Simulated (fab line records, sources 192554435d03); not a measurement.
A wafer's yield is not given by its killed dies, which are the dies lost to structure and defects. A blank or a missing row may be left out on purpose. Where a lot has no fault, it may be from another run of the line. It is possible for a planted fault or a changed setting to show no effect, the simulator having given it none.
Which of the tools did it? || flow n5-finfet || 12 lots with 36 wafers sampled at 3 steps, on a route of 1938 steps

WHAT THE GAUGES SHOWED, per wafer
N5_PASSIVATION_OVL_MEAS_63. Usual: PAD_OVL 0 nm, standard deviation 5.4.
{"lot": "L817", "measured": "day 12 13:25", "on": "overlay-01", "PAD_OVL (nm)": "-5 2 3", "flag": ""}
{"lot": "L818", "measured": "day 13 09:25", "on": "overlay-02", "PAD_OVL (nm)": "11 1 8", "flag": ""}
{"lot": "L819", "measured": "day 13 17:10", "on": "overlay-01", "PAD_OVL (nm)": "2 5 1", "flag": ""}
{"lot": "L820", "measured": "day 13 17:37", "on": "overlay-02", "PAD_OVL (nm)": "2 2 -1", "flag": ""}
{"lot": "L821", "measured": "day 13 21:50", "on": "overlay-01", "PAD_OVL (nm)": "-9 -8 -8", "flag": ""}
{"lot": "L822", "measured": "day 14 06:26", "on": "overlay-01", "PAD_OVL (nm)": "1 11 -1", "flag": ""}
{"lot": "L824", "measured": "day 14 14:48", "on": "overlay-01", "PAD_OVL (nm)": "-4 -6 -2", "flag": ""}
{"lot": "L823", "measured": "day 15 04:12", "on": "overlay-01", "PAD_OVL (nm)": "0 2 -3", "flag": ""}
{"lot": "L826", "measured": "day 15 05:33", "on": "overlay-01", "PAD_OVL (nm)": "-4 0 0", "flag": ""}
{"lot": "L828", "measured": "day 15 08:24", "on": "overlay-01", "PAD_OVL (nm)": "-6 -7 -2", "flag": ""}
{"lot": "L827", "measured": "day 15 05:23", "on": "overlay-01", "PAD_OVL (nm)": "-2 -9 -4", "flag": ""}
{"lot": "L836", "measured": "day 17 17:50", "on": "overlay-01", "PAD_OVL (nm)": "2 -2 -3", "flag": ""}

EACH LOT AND THE TOOL THAT RAN IT (in order: tool; ch and the chambers of the sampled wafers; start)
{"lot": "L817", "N5_BEOL_M4_ECD_50": "ecd-cu-02 ch 0,1, day 8 15:53", "N5_PASSIVATION_PRE_CLEAN_19": "pvd-sputter-03, day 12 12:40"}
{"lot": "L818", "N5_BEOL_M4_ECD_50": "ecd-cu-02 ch 0,1, day 9 02:02", "N5_PASSIVATION_PRE_CLEAN_19": "pvd-sputter-01, day 13 08:39"}
{"lot": "L819", "N5_BEOL_M4_ECD_50": "ecd-cu-02 ch 0,1, day 9 12:52", "N5_PASSIVATION_PRE_CLEAN_19": "pvd-sputter-02, day 13 16:23"}
{"lot": "L820", "N5_BEOL_M4_ECD_50": "ecd-cu-01 ch 0,1, day 9 13:01", "N5_PASSIVATION_PRE_CLEAN_19": "pvd-sputter-03, day 13 16:51"}
{"lot": "L821", "N5_BEOL_M4_ECD_50": "ecd-cu-02 ch 0, day 9 16:10", "N5_PASSIVATION_PRE_CLEAN_19": "pvd-sputter-03, day 13 21:03"}
{"lot": "L822", "N5_BEOL_M4_ECD_50": "ecd-cu-01 ch 1, day 10 03:56", "N5_PASSIVATION_PRE_CLEAN_19": "pvd-sputter-01, day 14 05:40"}
{"lot": "L824", "N5_BEOL_M4_ECD_50": "ecd-cu-02 ch 0,1, day 10 11:55", "N5_PASSIVATION_PRE_CLEAN_19": "pvd-sputter-03, day 14 14:02"}
{"lot": "L823", "N5_BEOL_M4_ECD_50": "ecd-cu-01 ch 0,1, day 10 19:34", "N5_PASSIVATION_PRE_CLEAN_19": "pvd-sputter-02, day 15 03:34"}
{"lot": "L826", "N5_BEOL_M4_ECD_50": "ecd-cu-02 ch 0,1, day 10 23:05", "N5_PASSIVATION_PRE_CLEAN_19": "pvd-sputter-01, day 15 04:42"}
{"lot": "L828", "N5_BEOL_M4_ECD_50": "ecd-cu-02 ch 0,1, day 11 00:45", "N5_PASSIVATION_PRE_CLEAN_19": "pvd-sputter-02, day 15 07:44"}
{"lot": "L827", "N5_BEOL_M4_ECD_50": "ecd-cu-02 ch 0,1, day 11 08:35", "N5_PASSIVATION_PRE_CLEAN_19": "pvd-sputter-02, day 15 04:37"}
{"lot": "L836", "N5_BEOL_M4_ECD_50": "ecd-cu-01 ch 0,1, day 13 10:50", "N5_PASSIVATION_PRE_CLEAN_19": "pvd-sputter-02, day 17 17:11"}
- N5_BEOL_M4_ECD_50: material Cu, target thk 300 nm.
- N5_PASSIVATION_PRE_CLEAN_19

AS READ BY THE TOOLS THEMSELVES (means over the sampled wafers that have a number; for cases with no such wafer, the mark the record gives instead)
N5_PASSIVATION_PRE_CLEAN_19. Usual: heater-power-w 480 W, standard deviation 48.
{"lot": "L817", "tool": "pvd-sputter-03", "heater-power-w (W)": 482, "flag": ""}
{"lot": "L818", "tool": "pvd-sputter-01", "heater-power-w (W)": 509, "flag": ""}
{"lot": "L819", "tool": "pvd-sputter-02", "heater-power-w (W)": 487, "flag": ""}
{"lot": "L820", "tool": "pvd-sputter-03", "heater-power-w (W)": 477, "flag": ""}
{"lot": "L821", "tool": "pvd-sputter-03", "heater-power-w (W)": 474, "flag": ""}
{"lot": "L822", "tool": "pvd-sputter-01", "heater-power-w (W)": 520, "flag": ""}
{"lot": "L824", "tool": "pvd-sputter-03", "heater-power-w (W)": 494, "flag": ""}
{"lot": "L823", "tool": "pvd-sputter-02", "heater-power-w (W)": 444, "flag": ""}
{"lot": "L826", "tool": "pvd-sputter-01", "heater-power-w (W)": 508, "flag": ""}
{"lot": "L828", "tool": "pvd-sputter-02", "heater-power-w (W)": 488, "flag": ""}
{"lot": "L827", "tool": "pvd-sputter-02", "heater-power-w (W)": 483, "flag": ""}
{"lot": "L836", "tool": "pvd-sputter-02", "heater-power-w (W)": 487, "flag": ""}

THE ANSWER, worked out from the rows above alone
Rule: take the mean of a lot's wafers that have a number; if it is more than 3 standard deviations from the usual mean, the lot is off. Also off: a lot with no number at a reading for which 4 or more lots have one. All remaining lots with rows at the step are treated as sound. Order of review: gauges by route order, followed by the tools' own readings, for which a lot's mean as printed above is used. At the first step where some lot is off, the reading lying furthest off is the one used; lots without a number count as furthest.
No lot is off at any reading shown: from this, nothing can be told.

WHAT THE SIMULATOR PUT IN
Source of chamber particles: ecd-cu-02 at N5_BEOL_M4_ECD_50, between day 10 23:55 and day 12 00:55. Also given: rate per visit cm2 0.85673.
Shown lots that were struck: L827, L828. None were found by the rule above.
